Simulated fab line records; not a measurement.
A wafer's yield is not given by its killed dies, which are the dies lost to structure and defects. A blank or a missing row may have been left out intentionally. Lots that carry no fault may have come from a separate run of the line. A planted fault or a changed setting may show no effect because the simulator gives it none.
One fault through the eyes of 2 desks	flow nand harc	numbers are kept per desk, each desk with only its own; the story behind them comes last

== THE TOOL OWNER'S DESK: rie diel-05 ==
The tool's own readings at NHARC_A_SGD_CUT_ETCH_59 (etches the open film in N2/H2, target depth 260 nm, time 406.25 s): means of the sampled wafers that have a number, for each lot that ran on this tool. The brackets show how far a lot's mean lies from the usual mean; more than 4 standard deviations puts the lot out of limits, marked OUT.
Columns: A = drypump motor current A at NHARC_A_SGD_CUT_ETCH_59, usual 5.9 A; B = oes product au at NHARC_A_SGD_CUT_ETCH_59, usual 1.004 a.u.; C = rf fwd power W at NHARC_A_SGD_CUT_ETCH_59, usual 399.3 W; D = rf vpp V at NHARC_A_SGD_CUT_ETCH_59, usual 431.7 V; E = run length s at NHARC_A_SGD_CUT_ETCH_59, usual 427.8 s; F = showerhead plenum p Torr at NHARC_A_SGD_CUT_ETCH_59, usual 2.08 Torr; G = throttle valve pct at NHARC_A_SGD_CUT_ETCH_59, usual 14.171 %
lot	first seen here	A	B	C	D	E	F	G
L158	day 14 10:17	6.4	1.000	399.6	433.5	428.3	2.18	14.171
L159	day 14 11:58	5.7	1.015	399.6	429.5	428.0	2.00	14.172
L162	day 15 13:58	6.2	1.008	398.3	432.9	428.0	2.14	14.179
L169	day 17 03:22	6.0	1.007	400.0	432.4	427.9	2.10	14.174
L174	day 18 08:52	5.9	1.005	399.4	432.1	384.8 (-93) OUT	2.08	14.171
Finding of this desk: L174 out of limits; the first was L174 at day 18 08:52, on run length s at NHARC_A_SGD_CUT_ETCH_59. In limits: L158, L159, L162, L169.

== THE DEFECT DESK ==
Counts from the inspections along the route, per lot, as means over the sampled wafers that have a number. The brackets show how far a lot's mean lies from the usual mean; more than 4 standard deviations puts the lot out of limits, marked OUT.
Columns: A = raw defect count at NHARC_A_SGD_CUT_INSPECT_11, usual 18
lot	first seen here	A
L158	day 14 09:53	17
L160	day 14 11:08	16
L159	day 14 11:43	6
L161	day 15 13:26	19
L162	day 15 13:43	6
L163	day 16 02:37	24
L164	day 16 02:52	10
L166	day 16 07:05	8
L169	day 17 03:07	9
L174	day 18 08:37	36
L176	day 19 01:08	31
L177	day 19 03:56	22
Finding of this desk: none of the 12 lots has anything out of limits.

== ALL TOGETHER ==
An alarm could have come from the tool owner's desk at day 18 08:52, on L174.
The defect desk saw nothing out of limits.
The defect desk has L174 on record, within its limits.
Every lot named ran NHARC_A_SGD_CUT_ETCH_59 on rie diel-05.

== WHAT WAS PUT IN BY THE SIMULATOR ==
rie diel-05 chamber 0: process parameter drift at NHARC_A_SGD_CUT_ETCH_59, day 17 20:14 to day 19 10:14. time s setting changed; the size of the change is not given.
Lots struck among those shown: L174.
Time in hours from fault onset to the first out-of-limits reading at each desk: the tool owner's desk, 13.
